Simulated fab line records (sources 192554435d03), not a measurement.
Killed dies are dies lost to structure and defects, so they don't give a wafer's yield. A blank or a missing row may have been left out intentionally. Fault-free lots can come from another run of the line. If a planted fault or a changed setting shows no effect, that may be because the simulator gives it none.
fab line records | flow n5-finfet
[record] lots = 24 | wafers = 72 | last-day = 19
route steps=1938 shown BEOL_M1@820 BEOL_M2@843
lots untouched by any fault: they come from a run of this same line in which no faults occurred
start-h: start of the lot's first displayed wafer, in hours after the record's first day | wait-h: hours elapsed since this lot's preceding step | " identical to the entry in the row above | L1.1+2: a single row standing in for several wafers | - value missing, or start not given | * or withheld: withheld | < > ~ a bound
route shown NAME@n: names a module that has steps shown in the file, with the first one's number in the route | usual: the fault-free wafers' mean and standard deviation | same: alike in all rows | chamber/n: place in a boat | sites: each site's reading | _std_site: their standard deviation | _edge_site: the outer-site mean with the inner-site mean subtracted | radius-mm: for every site, how far away it sits from the centre of the wafer | mask NAME#n: copy n | behind: the most recent tool/chamber to have shaped the wafer | hold: reason for holding the lot/hours on hold/outcome of the hold | device: the transistor (n, p or np) that didn't switch | end of line: the same wafers' tests at the end of the route | for a step that has no rows: nothing shown but its recipe | killed: not the wafer's yield, but the dies lost to structure and defects at the first sort | map: dies across one wafer; x = killed, . = not, _ = none there
set.NAME: the setting the step ran with; set.NAME@STEP: the setting that earlier step ran with | model.NAME: the simulator's own value behind a step, which no gauge read
the route's steps for a sample of lots (tables are steps, rows are wafers)
services: when a tool's chamber went out of use (start-h, in hours from the record's first day, below 0 if earlier), for how many hours, and the reason
[[steps]]
[step N5_BEOL_M1_SPUTTER_86]
[recipe] material = Cu | target-thk-a = 45 | temp-c = -20 | chamber-pressure-pa = 0.07 | power-w = withheld | time-s = 8.29
[usual] throttle-valve-pct = 29.5/1.2
lot.wafer | tool           | chamber | start-h | wait-h | throttle-valve-pct
L074.1    | pvd-sputter-02 | -       | 136.35  | 0.1    | 31.5
L074.4    | "              | -       | "       | "      | 29.9
L074.6    | "              | -       | "       | "      | 29.7
L075.2    | pvd-sputter-01 | -       | 139.64  | 0.1    | 28.4
L075.4    | "              | -       | "       | "      | 29.8
L075.5    | "              | -       | "       | "      | 28.4
L077.1    | pvd-sputter-02 | -       | 142.53  | 0.1    | 29.7
L077.2    | "              | -       | "       | "      | 29.6
L077.4    | "              | -       | "       | "      | 29.6
L078.1    | pvd-sputter-01 | -       | 151.74  | 0.1    | 28.6
L078.2    | "              | -       | "       | "      | 31.5
L078.4    | "              | -       | "       | "      | 29.5
L079.1    | pvd-sputter-02 | -       | 158.28  | 0.1    | 29.7
L079.4    | "              | -       | "       | "      | 29.7
L079.6    | "              | -       | "       | "      | 29.2
L080.2    | pvd-sputter-01 | -       | 163.54  | 0.1    | 31.7
L080.3    | "              | -       | "       | "      | 29.0
L080.4    | "              | -       | "       | "      | 31.5
L081.3    | pvd-sputter-02 | -       | 166.40  | 0.1    | 31.3
L081.4    | "              | -       | "       | "      | 29.5
L081.6    | "              | -       | "       | "      | 29.8
L082.3    | pvd-sputter-02 | -       | 177.96  | 0.1    | 29.8
L082.4    | "              | -       | "       | "      | 29.2
L082.6    | "              | -       | "       | "      | 31.3
L083.2    | pvd-sputter-02 | -       | 183.18  | 0.1    | 29.9
L083.5    | "              | -       | "       | "      | 29.3
L083.6    | "              | -       | "       | "      | 29.7
L084.1    | pvd-sputter-03 | -       | 187.99  | 0.1    | 29.0
L084.3    | "              | -       | "       | "      | 27.3
L084.5    | "              | -       | "       | "      | 28.1
L085.2    | pvd-sputter-03 | -       | 194.80  | 0.1    | 28.3
L085.4    | "              | -       | "       | "      | 30.5
L085.6    | "              | -       | "       | "      | 29.2
L086.1    | pvd-sputter-01 | -       | 201.34  | 0.1    | 28.3
L086.2    | "              | -       | "       | "      | 29.4
L086.3    | "              | -       | "       | "      | 29.3
L087.1    | pvd-sputter-03 | -       | 204.87  | 0.1    | 29.0
L087.2    | "              | -       | "       | "      | 28.1
L087.5    | "              | -       | "       | "      | 27.5
L089.1    | pvd-sputter-01 | -       | 212.54  | 0.1    | 28.3
L089.4    | "              | -       | "       | "      | 31.5
L089.6    | "              | -       | "       | "      | 28.5
L088.1    | pvd-sputter-03 | -       | 212.62  | 0.1    | 30.4
L088.4    | "              | -       | "       | "      | 27.5
L088.5    | "              | -       | "       | "      | 27.5
L090.1    | pvd-sputter-03 | -       | 221.67  | 0.1    | 27.5
L090.5    | "              | -       | "       | "      | 29.2
L090.6    | "              | -       | "       | "      | 30.7
L091.1    | pvd-sputter-01 | -       | 225.87  | 0.1    | 28.9
L091.2    | "              | -       | "       | "      | 29.5
L091.4    | "              | -       | "       | "      | 28.3
L092.2    | pvd-sputter-02 | -       | 233.29  | 0.1    | 29.8
L092.4    | "              | -       | "       | "      | 29.9
L092.5    | "              | -       | "       | "      | 29.7
L093.2    | pvd-sputter-01 | -       | 242.91  | 0.1    | 31.5
L093.4    | "              | -       | "       | "      | 28.7
L093.6    | "              | -       | "       | "      | 29.2
L076.2    | pvd-sputter-02 | -       | 250.05  | 0.1    | 31.4
L076.3    | "              | -       | "       | "      | 29.8
L076.5    | "              | -       | "       | "      | 29.4
L094.4    | pvd-sputter-02 | -       | 254.96  | 0.1    | 29.8
L094.5    | "              | -       | "       | "      | 29.8
L094.6    | "              | -       | "       | "      | 29.6
L095.1    | pvd-sputter-03 | -       | 272.11  | 0.1    | 27.5
L095.3    | "              | -       | "       | "      | 30.9
L095.6    | "              | -       | "       | "      | 29.0
L097.1    | pvd-sputter-02 | -       | 275.93  | 0.1    | 29.9
L097.3    | "              | -       | "       | "      | 29.8
L097.6    | "              | -       | "       | "      | 31.2
L096.1    | pvd-sputter-03 | -       | 277.68  | 0.1    | 27.6
L096.3    | "              | -       | "       | "      | 29.1
L096.4    | "              | -       | "       | "      | 30.4
[step N5_BEOL_M1_ANNEAL_87]
[recipe] temp-c = 400 | time-s = 240 | ambient = vacuum
[usual] heater-power-w = 799/58
lot.wafer | tool           | chamber | start-h | wait-h | heater-power-w
L074.1    | pvd-sputter-02 | -       | 136.43  | 0.0    | 779
L074.4    | "              | -       | "       | "      | 821
L074.6    | "              | -       | "       | "      | 833
L075.2    | pvd-sputter-01 | -       | 139.72  | 0.0    | 765
L075.4    | "              | -       | "       | "      | 889
L075.5    | "              | -       | "       | "      | 760
L077.1    | pvd-sputter-02 | -       | 142.61  | 0.0    | 825
L077.2    | "              | -       | "       | "      | 847
L077.4    | "              | -       | "       | "      | 759
L078.1    | pvd-sputter-01 | -       | 151.82  | 0.0    | 746
L078.2    | "              | -       | "       | "      | 810
L078.4    | "              | -       | "       | "      | 878
L079.1    | pvd-sputter-02 | -       | 158.36  | 0.0    | 846
L079.4    | "              | -       | "       | "      | 825
L079.6    | "              | -       | "       | "      | 741
L080.2    | pvd-sputter-01 | -       | 163.62  | 0.0    | 820
L080.3    | "              | -       | "       | "      | 754
L080.4    | "              | -       | "       | "      | 809
L081.3    | pvd-sputter-02 | -       | 166.48  | 0.0    | 761
L081.4    | "              | -       | "       | "      | 854
L081.6    | "              | -       | "       | "      | 831
L082.3    | pvd-sputter-02 | -       | 178.04  | 0.0    | 831
L082.4    | "              | -       | "       | "      | 843
L082.6    | "              | -       | "       | "      | 769
L083.2    | pvd-sputter-02 | -       | 183.26  | 0.0    | 855
L083.5    | "              | -       | "       | "      | 857
L083.6    | "              | -       | "       | "      | 843
L084.1    | pvd-sputter-03 | -       | 188.07  | 0.0    | 871
L084.3    | "              | -       | "       | "      | 654
L084.5    | "              | -       | "       | "      | 821
L085.2    | pvd-sputter-03 | -       | 194.88  | 0.0    | 793
L085.4    | "              | -       | "       | "      | 864
L085.6    | "              | -       | "       | "      | 878
L086.1    | pvd-sputter-01 | -       | 201.42  | 0.0    | 766
L086.2    | "              | -       | "       | "      | 865
L086.3    | "              | -       | "       | "      | 759
L087.1    | pvd-sputter-03 | -       | 204.95  | 0.0    | 852
L087.2    | "              | -       | "       | "      | 810
L087.5    | "              | -       | "       | "      | 681
L089.1    | pvd-sputter-01 | -       | 212.62  | 0.0    | 741
L089.4    | "              | -       | "       | "      | 821
L089.6    | "              | -       | "       | "      | 726
L088.1    | pvd-sputter-03 | -       | 212.70  | 0.0    | 822
L088.4    | "              | -       | "       | "      | 655
L088.5    | "              | -       | "       | "      | 672
L090.1    | pvd-sputter-03 | -       | 221.75  | 0.0    | 675
L090.5    | "              | -       | "       | "      | 893
L090.6    | "              | -       | "       | "      | 870
L091.1    | pvd-sputter-01 | -       | 225.95  | 0.0    | 750
L091.2    | "              | -       | "       | "      | 899
L091.4    | "              | -       | "       | "      | 753
L092.2    | pvd-sputter-02 | -       | 233.37  | 0.0    | 845
L092.4    | "              | -       | "       | "      | 834
L092.5    | "              | -       | "       | "      | 855
L093.2    | pvd-sputter-01 | -       | 242.99  | 0.0    | 808
L093.4    | "              | -       | "       | "      | 733
L093.6    | "              | -       | "       | "      | 734
L076.2    | pvd-sputter-02 | -       | 250.13  | 0.0    | 762
L076.3    | "              | -       | "       | "      | 848
L076.5    | "              | -       | "       | "      | 766
L094.4    | pvd-sputter-02 | -       | 255.04  | 0.0    | 836
L094.5    | "              | -       | "       | "      | 842
L094.6    | "              | -       | "       | "      | 848
L095.1    | pvd-sputter-03 | -       | 272.19  | 0.0    | 678
L095.3    | "              | -       | "       | "      | 864
L095.6    | "              | -       | "       | "      | 885
L097.1    | pvd-sputter-02 | -       | 276.01  | 0.0    | 772
L097.3    | "              | -       | "       | "      | 839
L097.6    | "              | -       | "       | "      | 772
L096.1    | pvd-sputter-03 | -       | 277.76  | 0.0    | 673
L096.3    | "              | -       | "       | "      | 873
L096.4    | "              | -       | "       | "      | 839
[step N5_BEOL_M1_ANNEAL_89]
[recipe] temp-c = 400 | time-s = 240 | ambient = vacuum
[usual] heater-power-w = 801/60
lot.wafer | tool           | chamber | start-h | wait-h | heater-power-w
L074.1    | pvd-sputter-02 | -       | 136.65  | 0.0    | 769
L074.4    | "              | -       | "       | "      | 862
L074.6    | "              | -       | "       | "      | 844
L075.2    | pvd-sputter-01 | -       | 139.94  | 0.0    | 748
L075.4    | "              | -       | "       | "      | 908
L075.5    | "              | -       | "       | "      | 773
L077.1    | pvd-sputter-02 | -       | 142.83  | 0.0    | 837
L077.2    | "              | -       | "       | "      | 856
L077.4    | "              | -       | "       | "      | 757
L078.1    | pvd-sputter-01 | -       | 152.04  | 0.0    | 745
L078.2    | "              | -       | "       | "      | 807
L078.4    | "              | -       | "       | "      | 887
L079.1    | pvd-sputter-02 | -       | 158.58  | 0.0    | 822
L079.4    | "              | -       | "       | "      | 839
L079.6    | "              | -       | "       | "      | 746
L080.2    | pvd-sputter-01 | -       | 163.84  | 0.0    | 804
L080.3    | "              | -       | "       | "      | 754
L080.4    | "              | -       | "       | "      | 821
L081.3    | pvd-sputter-02 | -       | 166.70  | 0.0    | 768
L081.4    | "              | -       | "       | "      | 850
L081.6    | "              | -       | "       | "      | 849
L082.3    | pvd-sputter-02 | -       | 178.26  | 0.0    | 844
L082.4    | "              | -       | "       | "      | 812
L082.6    | "              | -       | "       | "      | 783
L083.2    | pvd-sputter-02 | -       | 183.48  | 0.0    | 866
L083.5    | "              | -       | "       | "      | 831
L083.6    | "              | -       | "       | "      | 814
L084.1    | pvd-sputter-03 | -       | 188.29  | 0.0    | 868
L084.3    | "              | -       | "       | "      | 657
L084.5    | "              | -       | "       | "      | 806
L085.2    | pvd-sputter-03 | -       | 195.10  | 0.0    | 791
L085.4    | "              | -       | "       | "      | 852
L085.6    | "              | -       | "       | "      | 889
L086.1    | pvd-sputter-01 | -       | 201.64  | 0.0    | 753
L086.2    | "              | -       | "       | "      | 897
L086.3    | "              | -       | "       | "      | 738
L087.1    | pvd-sputter-03 | -       | 205.17  | 0.0    | 882
L087.2    | "              | -       | "       | "      | 813
L087.5    | "              | -       | "       | "      | 666
L089.1    | pvd-sputter-01 | -       | 212.84  | 0.0    | 765
L089.4    | "              | -       | "       | "      | 816
L089.6    | "              | -       | "       | "      | 742
L088.1    | pvd-sputter-03 | -       | 212.92  | 0.0    | 843
L088.4    | "              | -       | "       | "      | 678
L088.5    | "              | -       | "       | "      | 686
L090.1    | pvd-sputter-03 | -       | 221.97  | 0.0    | 668
L090.5    | "              | -       | "       | "      | 866
L090.6    | "              | -       | "       | "      | 862
L091.1    | pvd-sputter-01 | -       | 226.17  | 0.0    | 754
L091.2    | "              | -       | "       | "      | 903
L091.4    | "              | -       | "       | "      | 744
L092.2    | pvd-sputter-02 | -       | 233.59  | 0.0    | 831
L092.4    | "              | -       | "       | "      | 826
L092.5    | "              | -       | "       | "      | 840
L093.2    | pvd-sputter-01 | -       | 243.21  | 0.0    | 826
L093.4    | "              | -       | "       | "      | 744
L093.6    | "              | -       | "       | "      | 740
L076.2    | pvd-sputter-02 | -       | 250.35  | 0.0    | 767
L076.3    | "              | -       | "       | "      | 860
L076.5    | "              | -       | "       | "      | 776
L094.4    | pvd-sputter-02 | -       | 255.26  | 0.0    | 823
L094.5    | "              | -       | "       | "      | 817
L094.6    | "              | -       | "       | "      | 822
L095.1    | pvd-sputter-03 | -       | 272.41  | 0.0    | 671
L095.3    | "              | -       | "       | "      | 854
L095.6    | "              | -       | "       | "      | 894
L097.1    | pvd-sputter-02 | -       | 276.23  | 0.0    | 748
L097.3    | "              | -       | "       | "      | 854
L097.6    | "              | -       | "       | "      | 761
L096.1    | pvd-sputter-03 | -       | 277.98  | 0.0    | 661
L096.3    | "              | -       | "       | "      | 884
L096.4    | "              | -       | "       | "      | 840
[step N5_BEOL_M1_ANNEAL_93]
[recipe] temp-c = 400 | time-s = 240 | ambient = vacuum
[usual] heater-power-w = 805/58
lot.wafer | tool           | chamber | start-h | wait-h | heater-power-w
L074.1    | pvd-sputter-02 | -       | 137.09  | 0.0    | 773
L074.4    | "              | -       | "       | "      | 809
L074.6    | "              | -       | "       | "      | 851
L075.2    | pvd-sputter-01 | -       | 140.38  | 0.0    | 749
L075.4    | "              | -       | "       | "      | 883
L075.5    | "              | -       | "       | "      | 765
L077.1    | pvd-sputter-02 | -       | 143.27  | 0.0    | 850
L077.2    | "              | -       | "       | "      | 849
L077.4    | "              | -       | "       | "      | 756
L078.1    | pvd-sputter-01 | -       | 152.48  | 0.0    | 765
L078.2    | "              | -       | "       | "      | 830
L078.4    | "              | -       | "       | "      | 901
L079.1    | pvd-sputter-02 | -       | 159.02  | 0.0    | 846
L079.4    | "              | -       | "       | "      | 830
L079.6    | "              | -       | "       | "      | 757
L080.2    | pvd-sputter-01 | -       | 164.28  | 0.0    | 840
L080.3    | "              | -       | "       | "      | 763
L080.4    | "              | -       | "       | "      | 818
L081.3    | pvd-sputter-02 | -       | 167.14  | 0.0    | 779
L081.4    | "              | -       | "       | "      | 837
L081.6    | "              | -       | "       | "      | 827
L082.3    | pvd-sputter-02 | -       | 178.70  | 0.0    | 854
L082.4    | "              | -       | "       | "      | 828
L082.6    | "              | -       | "       | "      | 772
L083.2    | pvd-sputter-02 | -       | 183.92  | 0.0    | 848
L083.5    | "              | -       | "       | "      | 836
L083.6    | "              | -       | "       | "      | 841
L084.1    | pvd-sputter-03 | -       | 188.73  | 0.0    | 894
L084.3    | "              | -       | "       | "      | 679
L084.5    | "              | -       | "       | "      | 792
L085.2    | pvd-sputter-03 | -       | 195.54  | 0.0    | 833
L085.4    | "              | -       | "       | "      | 855
L085.6    | "              | -       | "       | "      | 877
L086.1    | pvd-sputter-01 | -       | 202.08  | 0.0    | 775
L086.2    | "              | -       | "       | "      | 888
L086.3    | "              | -       | "       | "      | 768
L087.1    | pvd-sputter-03 | -       | 205.61  | 0.0    | 871
L087.2    | "              | -       | "       | "      | 790
L087.5    | "              | -       | "       | "      | 664
L089.1    | pvd-sputter-01 | -       | 213.28  | 0.0    | 746
L089.4    | "              | -       | "       | "      | 838
L089.6    | "              | -       | "       | "      | 764
L088.1    | pvd-sputter-03 | -       | 213.36  | 0.0    | 865
L088.4    | "              | -       | "       | "      | 688
L088.5    | "              | -       | "       | "      | 663
L090.1    | pvd-sputter-03 | -       | 222.41  | 0.0    | 676
L090.5    | "              | -       | "       | "      | 891
L090.6    | "              | -       | "       | "      | 854
L091.1    | pvd-sputter-01 | -       | 226.61  | 0.0    | 755
L091.2    | "              | -       | "       | "      | 905
L091.4    | "              | -       | "       | "      | 768
L092.2    | pvd-sputter-02 | -       | 234.03  | 0.0    | 837
L092.4    | "              | -       | "       | "      | 845
L092.5    | "              | -       | "       | "      | 847
L093.2    | pvd-sputter-01 | -       | 243.65  | 0.0    | 846
L093.4    | "              | -       | "       | "      | 742
L093.6    | "              | -       | "       | "      | 750
L076.2    | pvd-sputter-02 | -       | 250.79  | 0.0    | 774
L076.3    | "              | -       | "       | "      | 845
L076.5    | "              | -       | "       | "      | 774
L094.4    | pvd-sputter-02 | -       | 263.70  | 0.0    | 854
L094.5    | "              | -       | "       | "      | 838
L094.6    | "              | -       | "       | "      | 849
L095.1    | pvd-sputter-03 | -       | 272.85  | 0.0    | 659
L095.3    | "              | -       | "       | "      | 842
L095.6    | "              | -       | "       | "      | 903
L097.1    | pvd-sputter-02 | -       | 276.67  | 0.0    | 755
L097.3    | "              | -       | "       | "      | 855
L097.6    | "              | -       | "       | "      | 785
L096.1    | pvd-sputter-03 | -       | 278.42  | 0.0    | 698
L096.3    | "              | -       | "       | "      | 871
L096.4    | "              | -       | "       | "      | 819
[step N5_BEOL_M2_PECVD_72]
[recipe] material = SiO2 | target-thk-a = 160 | temp-c = 400 | precursor = TEOS/O2 | pressure-torr = 5.5 | rf-w = 450 | teos-flow-sccm = 53.8 | gas = O2 | flow-sccm = 3000 | time-s = 18
[usual] heater-power-w = 702/66 | showerhead-plenum-p-Torr = 8.76/0.046 | throttle-valve-pct = 21.8/1.1
lot.wafer | tool     | chamber | start-h | wait-h | heater-power-w | showerhead-plenum-p-Torr | throttle-valve-pct
L074.1    | pecvd-01 | 1       | 138.82  | 0.0    | 561            | 8.78                     | 22.9
L074.4    | "        | 1       | "       | "      | 560            | 8.79                     | 22.5
L074.6    | "        | 2       | "       | "      | 616            | 8.69                     | 19.8
L075.2    | pecvd-04 | 0       | 142.06  | 0.0    | 807            | 8.77                     | 22.4
L075.4    | "        | 0       | "       | "      | 817            | 8.80                     | 22.4
L075.5    | "        | 1       | "       | "      | 773            | 8.78                     | 21.7
L077.1    | pecvd-03 | 1       | 144.97  | 0.0    | 701            | 8.75                     | 21.5
L077.2    | "        | 0       | "       | "      | 621            | 8.76                     | 23.2
L077.4    | "        | 0       | "       | "      | 656            | 8.78                     | 22.8
L078.1    | pecvd-03 | 0       | 154.05  | 0.0    | 679            | 8.77                     | 22.6
L078.2    | "        | 2       | "       | "      | 764            | 8.71                     | 21.4
L078.4    | "        | 0       | "       | "      | 681            | 8.73                     | 22.9
L079.1    | pecvd-01 | 0       | 160.61  | 0.0    | 739            | 8.91                     | 23.0
L079.4    | "        | 0       | "       | "      | 733            | 8.89                     | 23.1
L079.6    | "        | 2       | "       | "      | 606            | 8.69                     | 20.0
L080.2    | pecvd-03 | 2       | 165.87  | 0.0    | 680            | 8.72                     | 21.1
L080.3    | "        | 0       | "       | "      | 754            | 8.75                     | 22.9
L080.4    | "        | 1       | "       | "      | 698            | 8.80                     | 21.6
L081.3    | pecvd-03 | 2       | 168.72  | 0.0    | 721            | 8.71                     | 21.1
L081.4    | "        | 2       | "       | "      | 727            | 8.73                     | 21.2
L081.6    | "        | 1       | "       | "      | 701            | 8.77                     | 21.4
L082.3    | pecvd-01 | 1       | 180.34  | 0.1    | 628            | 8.78                     | 22.7
L082.4    | "        | 2       | "       | "      | 669            | 8.69                     | 20.1
L082.6    | "        | 1       | "       | "      | 620            | 8.76                     | 22.6
L083.2    | pecvd-04 | 2       | 185.70  | 0.0    | 696            | 8.77                     | 20.8
L083.5    | "        | 0       | "       | "      | 809            | 8.80                     | 22.4
L083.6    | "        | 2       | "       | "      | 700            | 8.75                     | 20.4
L084.1    | pecvd-03 | 2       | 190.57  | 0.0    | 695            | 8.74                     | 21.1
L084.3    | "        | 1       | "       | "      | 620            | 8.80                     | 21.7
L084.5    | "        | 1       | "       | "      | 588            | 8.78                     | 21.5
L085.2    | pecvd-03 | 1       | 197.30  | 0.0    | 706            | 8.79                     | 21.8
L085.4    | "        | 2       | "       | "      | 768            | 8.70                     | 21.0
L085.6    | "        | 0       | "       | "      | 723            | 8.76                     | 23.0
L086.1    | pecvd-04 | 2       | 203.72  | 0.0    | 771            | 8.76                     | 20.5
L086.2    | "        | 0       | "       | "      | 828            | 8.78                     | 22.5
L086.3    | "        | 1       | "       | "      | 836            | 8.80                     | 21.3
L087.1    | pecvd-03 | 0       | 207.18  | 0.0    | 723            | 8.78                     | 23.3
L087.2    | "        | 1       | "       | "      | 670            | 8.79                     | 21.7
L087.5    | "        | 1       | "       | "      | 661            | 8.78                     | 21.8
L088.1    | pecvd-01 | 2       | 214.93  | 0.0    | 628            | 8.69                     | 20.4
L088.4    | "        | 0       | "       | "      | 711            | 8.90                     | 22.8
L088.5    | "        | 2       | "       | "      | 635            | 8.69                     | 20.2
L089.1    | pecvd-03 | 1       | 214.95  | 0.0    | 681            | 8.77                     | 21.5
L089.4    | "        | 1       | "       | "      | 689            | 8.77                     | 21.9
L089.6    | "        | 0       | "       | "      | 625            | 8.75                     | 23.2
L090.1    | pecvd-03 | 0       | 223.98  | 0.0    | 645            | 8.76                     | 23.1
L090.5    | "        | 1       | "       | "      | 703            | 8.76                     | 21.8
L090.6    | "        | 0       | "       | "      | 618            | 8.76                     | 23.2
L091.1    | pecvd-03 | 0       | 228.25  | 0.0    | 737            | 8.76                     | 23.1
L091.2    | "        | 1       | "       | "      | 678            | 8.78                     | 21.7
L091.4    | "        | 1       | "       | "      | 718            | 8.74                     | 21.6
L092.2    | pecvd-03 | 2       | 235.61  | 0.0    | 666            | 8.72                     | 19.6
L092.4    | "        | 2       | "       | "      | 673            | 8.68                     | 19.7
L092.5    | "        | 2       | "       | "      | 673            | 8.71                     | 20.0
L093.2    | pecvd-03 | 2       | 245.48  | 0.0    | 817            | 8.70                     | 19.7
L093.4    | "        | 2       | "       | "      | 780            | 8.69                     | 19.8
L093.6    | "        | 0       | "       | "      | 759            | 8.78                     | 23.4
L076.2    | pecvd-03 | 1       | 252.37  | 0.0    | 598            | 8.79                     | 21.8
L076.3    | "        | 2       | "       | "      | 784            | 8.70                     | 19.9
L076.5    | "        | 2       | "       | "      | 801            | 8.70                     | 19.9
L094.4    | pecvd-03 | 2       | 265.29  | 0.1    | 736            | 8.69                     | 19.9
L094.5    | "        | 0       | "       | "      | 645            | 8.75                     | 23.4
L094.6    | "        | 1       | "       | "      | 662            | 8.77                     | 21.8
L095.1    | pecvd-03 | 0       | 274.59  | 0.0    | 683            | 8.75                     | 23.3
L095.3    | "        | 1       | "       | "      | 598            | 8.77                     | 21.7
L095.6    | "        | 0       | "       | "      | 692            | 8.76                     | 23.4
L097.1    | pecvd-03 | 1       | 278.27  | 0.0    | 632            | 8.75                     | 21.7
L097.3    | "        | 0       | "       | "      | 643            | 8.78                     | 23.3
L097.6    | "        | 0       | "       | "      | 654            | 8.76                     | 23.4
L096.1    | pecvd-03 | 2       | 280.47  | 0.0    | 769            | 8.74                     | 20.0
L096.3    | "        | 1       | "       | "      | 701            | 8.72                     | 21.9
L096.4    | "        | 2       | "       | "      | 734            | 8.70                     | 19.7
[step N5_BEOL_M2_OVL_MEAS_12]
[recipe] points-per-wafer = 522
[usual] M2_OVL = 0.2/0.59
[same] points-per-wafer = 522
lot.wafer | tool       | chamber | start-h | wait-h | M2_OVL[nm]
L074.1    | overlay-01 | 0       | 139.43  | 0.0    | 0.0
L074.4    | "          | 0       | "       | "      | 0.7
L074.6    | "          | 0       | "       | "      | -0.3
L075.2    | overlay-01 | 0       | 143.51  | 0.0    | 1.1
L075.4    | "          | 0       | "       | "      | 0.8
L075.5    | "          | 0       | "       | "      | -0.3
L077.1    | overlay-02 | 0       | 145.86  | 0.0    | 0.3
L077.2    | "          | 0       | "       | "      | 0.3
L077.4    | "          | 0       | "       | "      | 1.5
L078.1    | overlay-01 | 0       | 156.00  | 0.0    | 0.3
L078.2    | "          | 0       | "       | "      | 0.9
L078.4    | "          | 0       | "       | "      | -0.4
L079.1    | overlay-02 | 0       | 162.11  | 0.0    | -0.4
L079.4    | "          | 0       | "       | "      | -0.4
L079.6    | "          | 0       | "       | "      | 0.1
L080.2    | overlay-02 | 0       | 169.98  | 0.0    | -0.1
L080.3    | "          | 0       | "       | "      | 0.7
L080.4    | "          | 0       | "       | "      | 1.1
L081.3    | overlay-01 | 0       | 170.54  | 0.0    | 1.0
L081.4    | "          | 0       | "       | "      | 0.1
L081.6    | "          | 0       | "       | "      | 0.5
L082.3    | overlay-02 | 0       | 181.48  | 0.0    | -0.4
L082.4    | "          | 0       | "       | "      | 0.5
L082.6    | "          | 0       | "       | "      | 0.7
L083.2    | overlay-01 | 0       | 188.17  | 0.0    | 0.2
L083.5    | "          | 0       | "       | "      | 0.6
L083.6    | "          | 0       | "       | "      | 0.1
L084.1    | overlay-02 | 0       | 191.64  | 0.0    | 0.2
L084.3    | "          | 0       | "       | "      | 0.6
L084.5    | "          | 0       | "       | "      | 0.3
L085.2    | overlay-02 | 0       | 198.42  | 0.0    | -0.1
L085.4    | "          | 0       | "       | "      | -0.7
L085.6    | "          | 0       | "       | "      | 0.5
L086.1    | overlay-01 | 0       | 204.45  | 0.0    | -0.3
L086.2    | "          | 0       | "       | "      | 0.9
L086.3    | "          | 0       | "       | "      | -0.5
L087.1    | overlay-01 | 0       | 210.14  | 0.0    | 0.8
L087.2    | "          | 0       | "       | "      | -0.1
L087.5    | "          | 0       | "       | "      | 1.5
L088.1    | overlay-02 | 0       | 215.54  | 0.0    | 0.1
L088.4    | "          | 0       | "       | "      | -0.4
L088.5    | "          | 0       | "       | "      | -0.1
L089.1    | overlay-01 | 0       | 215.71  | 0.0    | -0.1
L089.4    | "          | 0       | "       | "      | -0.7
L089.6    | "          | 0       | "       | "      | -0.4
L090.1    | overlay-02 | 0       | 224.49  | 0.0    | -1.0
L090.5    | "          | 0       | "       | "      | -0.5
L090.6    | "          | 0       | "       | "      | 0.0
L091.1    | overlay-02 | 0       | 230.54  | 0.0    | -0.9
L091.2    | "          | 0       | "       | "      | 0.4
L091.4    | "          | 0       | "       | "      | 0.3
L092.2    | overlay-01 | 0       | 237.49  | 0.0    | 0.2
L092.4    | "          | 0       | "       | "      | 0.6
L092.5    | "          | 0       | "       | "      | 0.9
L093.2    | overlay-02 | 0       | 248.01  | 0.0    | -0.1
L093.4    | "          | 0       | "       | "      | 0.5
L093.6    | "          | 0       | "       | "      | -0.2
L076.2    | overlay-01 | 0       | 252.87  | 0.0    | 0.0
L076.3    | "          | 0       | "       | "      | -0.9
L076.5    | "          | 0       | "       | "      | -0.2
L094.4    | overlay-01 | 0       | 270.29  | 0.0    | 1.9
L094.5    | "          | 0       | "       | "      | 0.7
L094.6    | "          | 0       | "       | "      | 0.7
L095.1    | overlay-01 | 0       | 275.41  | 0.0    | 0.7
L095.3    | "          | 0       | "       | "      | 0.7
L095.6    | "          | 0       | "       | "      | -0.2
L097.1    | overlay-02 | 0       | 279.47  | 0.0    | -0.3
L097.3    | "          | 0       | "       | "      | -0.1
L097.6    | "          | 0       | "       | "      | -0.3
L096.1    | overlay-02 | 0       | 282.24  | 0.0    | -0.8
L096.3    | "          | 0       | "       | "      | -0.3
L096.4    | "          | 0       | "       | "      | -1.2
[[services]]
tool           | chamber | start-h | hours | kind
pvd-sputter-01 | -       | 112.84  | 13.6  | repair
pecvd-04       | 1       | 125.18  | 5.5   | scheduled-down
pvd-sputter-01 | -       | 136.42  | 1.1   | repair
pecvd-04       | 2       | 138.79  | -     | clean
pecvd-04       | 2       | 138.79  | 29.5  | scheduled-down
pecvd-04       | 2       | 138.79  | 29.5  | vent-cycle
pecvd-03       | -       | 146.85  | 5.5   | pm
pvd-sputter-03 | -       | 159.89  | 2.5   | repair
pecvd-03       | -       | 161.70  | 1.3   | repair
pecvd-04       | -       | 166.65  | 1.6   | repair
pecvd-03       | 2       | 202.38  | -     | clean
pecvd-03       | 2       | 202.38  | -     | consumable-replace:showerhead
pecvd-03       | 2       | 202.38  | 29.0  | scheduled-down
pecvd-03       | 2       | 202.38  | 29.0  | vent-cycle
pecvd-03       | 0       | 230.99  | 13.4  | repair
pecvd-03       | 2       | 233.38  | 2.1   | scheduled-down
pecvd-01       | 2       | 237.14  | 7.1   | repair
pecvd-03       | 0       | 252.11  | 5.5   | scheduled-down
[[key]]
fault none
